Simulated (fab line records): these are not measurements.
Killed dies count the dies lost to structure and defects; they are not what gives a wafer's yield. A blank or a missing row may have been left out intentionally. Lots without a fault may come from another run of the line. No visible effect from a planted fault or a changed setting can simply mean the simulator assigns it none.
The tool behind it: which one? + flow nand_harc + 36 wafers sampled from 12 lots at 1 step of a route of 1159

WHAT THE GAUGES READ, wafer by wafer
NHARC_A_BLC_CD_MEAS_19.
| lot  | measured     | on        | cd_nm (nm)        |
|------|--------------|-----------|-------------------|
| L075 | day 17 15:13 | cd_sem-02 | 98.6 100.0 99.5   |
| L078 | day 17 17:44 | cd_sem-03 | 98.8 98.7 98.9    |
| L079 | day 18 18:08 | cd_sem-02 | 102.0 103.2 100.8 |
| L081 | day 19 07:17 | cd_sem-02 | 100.1 100.9 99.3  |
| L083 | day 19 13:55 | cd_sem-02 | 98.8 99.6 99.2    |
| L086 | day 20 06:01 | cd_sem-01 | 100.1 102.0 100.4 |
| L089 | day 20 15:31 | cd_sem-01 | 99.4 100.5 100.6  |
| L088 | day 21 00:57 | cd_sem-02 | 97.8 100.3 99.3   |
| L091 | day 21 13:47 | cd_sem-02 | 102.0 104.1 101.8 |
| L094 | day 22 01:55 | cd_sem-01 | 100.0 96.9 99.5   |
| L097 | day 22 23:40 | cd_sem-03 | 101.1 100.0 99.5  |
| L096 | day 23 04:05 | cd_sem-03 | 100.7 100.0 99.6  |

TOOL THAT RAN EACH LOT (tool first, then ch and the chambers of the sampled wafers, then the start)
There is no process step in the record ahead of these readings.

THE ANSWER, worked out from the rows above alone
Rule: usual is defined by the lots themselves. Put in order of their means at a reading, lots are off if they are a third of the lots or fewer, leave a main group of 4 or more, and stand apart from it by a gap of 3 or more times the standard deviation of the main group's means; of several such gaps the widest counts. If all means in a main group match to the digits the tables above print for the reading, that group is not used. Also off: a lot with no number at a reading for which 4 or more lots have one. Any other lot the step has rows for is counted as sound.
None of the lots is off at any reading shown; this tells nothing.

WHAT THE SIMULATOR HAD INSERTED
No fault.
